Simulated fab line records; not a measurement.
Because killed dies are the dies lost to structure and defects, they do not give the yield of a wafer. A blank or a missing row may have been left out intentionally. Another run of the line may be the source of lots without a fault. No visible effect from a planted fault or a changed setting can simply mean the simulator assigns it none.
Problem report in the 8D (eight disciplines) form, filled by code || flow n5 finfet || the parts of the form that need people (team, actions taken, sign-off) are left out

== 1. THE PROBLEM ==
run length s at N5_BEOL_M4_CO_CAP_55 reads a mean of 214.9 s on 1 wafer of 1 lot; wafers without a fault read 124.8 s with a standard deviation of 0.44. So: +99 or more standard deviations from the usual mean.
The step: material Co, precursor CCTBA/H2, target thk 2 nm, time 102.1 s.
Earliest sighting: wafer L598.6 on cvd co-02 at day 13 16:32. The record has a number at this step for 29 wafers belonging to 10 lots. Rule for "out", or "out of limits": more than 4 standard deviations from the usual mean. Any other wafer with a number is counted as sound.

== 2. WHAT IT IS AND WHAT IT IS NOT ==
{"question": "which readings at this step", "is": "run length s", "is not": "heater power w"}
{"question": "which lots", "is": "L598", "is not": "L580, L582, L586, L587, L588, L591, L592, L594, L595"}
{"question": "which wafers of those lots", "is": "L598.6", "is not": "L598.2"}
{"question": "read on which tools", "is": "cvd co-02", "is not": "-"}
{"question": "when", "is": "from day 13 16:32", "is not": "up to then (28 sound wafers)"}

== 3. WHAT RULES OUT EACH SUSPECT ==
Counting: any tool at a process step up to the reading remains a suspect provided it ran every lot that is out. Sound lots after the first of them don't rule it out here, since some wafers of a struck lot are sound.
- cvd co-02 at N5_BEOL_M4_CO_CAP_55 (material Co, precursor CCTBA/H2, target thk 2 nm, time 102.1 s): kept. L598, the lot that is out, went through it at day 13 16:32; up to then, the latest sound lot through it was L594 at day 13 08:44. Its own readings are out on those wafers: run length s.
Left after counting: cvd co-02 at N5_BEOL_M4_CO_CAP_55.

== 4. THE CAUSE (what the simulator had put in) ==
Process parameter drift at N5_BEOL_M4_CO_CAP_55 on cvd co-02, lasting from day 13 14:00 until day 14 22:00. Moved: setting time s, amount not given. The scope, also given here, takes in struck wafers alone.
After counting, this tool was the only one left.

== 5. THE CHAIN OF EFFECTS, in route order ==
Rows list readings where the struck wafers' mean (over those with a number) sits beyond 3 standard deviations from the usual. Readings are gone through only where the record gives a usual standard deviation; hours: the median, over the lots, of the time from a lot's start at the first step in this table giving one to that lot's start at this step; sigmas: the change measured in usual standard deviations.
{"hours": 0, "step": "N5_BEOL_M4_CO_CAP_55", "reading": "run length s", "usual": "124.8 s", "on struck wafers": 214.9, "change": "+90.1", "sigmas": "+99 or more"}
Here are the process steps it includes:
- N5_BEOL_M4_CO_CAP_55: material Co, precursor CCTBA/H2, target thk 2 nm, time 102.1 s.
At these later measuring or inspecting steps, every struck wafer for which the step has a row has a number for every such reading, and none has moved that far: N5_BEOL_M4_INSPECT_59, N5_BEOL_M4_RC_MEAS_101, N5_BEOL_M5_THK_MEAS_01.

== 6. HOW IT WOULD HAVE BEEN CAUGHT EARLIER ==
In this record no reading fell out of limits until day 13 16:32, 3 hours after the fault had begun at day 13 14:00.
